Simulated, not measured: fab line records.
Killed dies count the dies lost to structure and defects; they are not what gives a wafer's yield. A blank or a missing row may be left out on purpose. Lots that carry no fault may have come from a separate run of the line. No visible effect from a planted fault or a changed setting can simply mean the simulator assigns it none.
Chamber matching + flow n5_finfet + rie_diel-01 running N5_BEOL_M11_DESCUM_16: 4 sister chambers
The step chemistry O2, time 7.9 s. 4 wafers are shown with their chamber, then 11 later ones without.

== WAFERS, EACH WITH ITS CHAMBER ==
| wafer  | chamber | drypump_motor_current_A (A) |
|--------|---------|-----------------------------|
| L083.6 | 0       | 5.9                         |
| L084.4 | 2       | 6.5                         |
| L088.1 | 1       | 4.7                         |
| L087.1 | 3       | 6.2                         |

== WAFERS MISSING THEIR CHAMBER ==
| wafer  | drypump_motor_current_A (A) |
|--------|-----------------------------|
| L087.2 | 5.8                         |
| L087.6 | 5.8                         |
| L091.2 | 6.6                         |
| L091.4 | 6.2                         |
| L091.6 | 6.2                         |
| L094.1 | 5.9                         |
| L094.3 | 6.2                         |
| L094.4 | 6.6                         |
| L097.2 | 6.6                         |
| L097.3 | 4.7                         |
| L097.4 | 5.9                         |

== THE CHAMBER EACH PASSED THROUGH ==
| wafer  | from the rows above | in truth |
|--------|---------------------|----------|
| L087.2 | 0                   | 0        |
| L087.6 | 0                   | 0        |
| L091.2 | 2                   | 2        |
| L091.4 | 3                   | 3        |
| L091.6 | 3                   | 3        |
| L094.1 | 0                   | 0        |
| L094.3 | 3                   | 3        |
| L094.4 | 2                   | 2        |
| L097.2 | 2                   | 2        |
| L097.3 | 1                   | 1        |
| L097.4 | 0                   | 0        |
11 of 11 placed correctly. Number that these rows cannot place: 0. 0 placed wrongly.
How it was worked out, from the rows above alone: a wafer's distance from a chamber is the root of the sum, over the readings, of the square of ((its reading less the chamber's mean) divided by the reading's scatter). The wafer belongs to the nearest chamber; if the next one is less than 2 further off, it can't be placed. The mean given for a chamber averages the wafers shown for that chamber. The scatter: root of mean squared gap, hidden wafer to nearest shown wafer, with one shown wafer a chamber.
